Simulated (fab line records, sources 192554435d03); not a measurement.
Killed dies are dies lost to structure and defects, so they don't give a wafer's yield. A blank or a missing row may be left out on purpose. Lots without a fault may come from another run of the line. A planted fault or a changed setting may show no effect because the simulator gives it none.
Split-lot experiment | flow n5_finfet | 7 lots, 21 wafers read, on a route of 1938 steps

THE SPLIT
At N5_HKMG_FIN_PEB_10 (peb time 60 s), the setting peb_time_s was moved away from the recipe's 60 s on 7 of the 21 wafers read, by -18.1% to +20.1%. The other wafers ran this setting at the recipe's value.

FROM THE SPLIT TO THE READING: what the file shows between them, 1 step
- N5_HKMG_FIN_DEVELOP_11: develop time 30 s

THE READING
cd_nm, in nm, at N5_HKMG_FIN_CD_MEAS_12 (target cd 92.8 nm). Fault-free wafers of this fab line usually give 93.0 nm, standard deviation 0.6 nm.

wafer  | tool, chamber at the split | peb_time_s as run, s | against the recipe | cd_nm, nm | against lot-mates on the recipe
L074.1 | litho_track-04, 0          | 53.58                | -10.7%             | 88.7      | -4.1
L074.2 | litho_track-04, 0          | 60                   | recipe             | 92.6      | -
L074.3 | litho_track-04, 0          | 60                   | recipe             | 93.0      | -
L076.2 | litho_track-04, 0          | 52.35                | -12.7%             | 88.7      | -5.3
L076.3 | litho_track-04, 0          | 60                   | recipe             | 94.0      | -
L076.6 | litho_track-04, 0          | 52.35                | -12.7%             | 89.3      | -4.7
L078.4 | litho_track-03, 0          | 60                   | recipe             | 94.2      | -
L078.5 | litho_track-03, 0          | 60                   | recipe             | 92.8      | -
L078.6 | litho_track-03, 0          | 60                   | recipe             | 93.2      | -
L080.1 | litho_track-03, 0          | 60                   | recipe             | 93.1      | -
L080.3 | litho_track-03, 0          | 60                   | recipe             | 93.1      | -
L080.6 | litho_track-03, 0          | 60                   | recipe             | 93.2      | -
L084.1 | litho_track-03, 0          | 72.08                | +20.1%             | 99.0      | +6.2
L084.2 | litho_track-03, 0          | 60                   | recipe             | 92.3      | -
L084.4 | litho_track-03, 0          | 60                   | recipe             | 93.3      | -
L089.2 | litho_track-04, 0          | 60                   | recipe             | 93.4      | -
L089.4 | litho_track-04, 0          | 60                   | recipe             | 93.6      | -
L089.6 | litho_track-04, 0          | 49.16                | -18.1%             | 85.6      | -7.9
L093.2 | litho_track-04, 0          | 52.59                | -12.3%             | 88.5      | -4.5
L093.5 | litho_track-04, 0          | 60                   | recipe             | 93.0      | -
L093.6 | litho_track-04, 0          | 52.59                | -12.3%             | 87.5      | -5.5

THE FIT
A straight line over all 21 wafers: cd_nm changes by +0.356 nm for each +1% of peb_time_s; r = +0.98; the points scatter about the line by 0.66 nm.
The same after taking each lot's own level away (the mean of its wafers on the recipe; 21 wafers): +0.374 nm for each +1%; r = +0.99; scatter 0.52 nm.
On that fit, the largest move of peb_time_s shifts the reading by 7.5 nm.
The lots' own levels span 92.80 to 94.00 nm, that is 2.0 times the standard deviation above.
So the lot-to-lot level changes the slope little: the two slopes agree.
Check: with one of the wafers moved furthest among these (+20.1%) left out of the fit, the line predicts +8.27 nm for it against its lot-mates. It came out at +6.2 nm against them.

OTHER SPLITS ON THESE WAFERS
These wafers also went through other splits before the reading. Each is held against what the fit with the lots' levels taken away leaves over:
other split on the same wafers | wafers away from the commonest value | r with cd_nm (lot level and that fit taken away)
N5_HKMG_FIN_ETCH_55 time_s     | 8                                    | +0.09

THE FILE'S OWN FIT
cd_nm changes by +0.377 nm for each +1% of peb_time_s, r = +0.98.
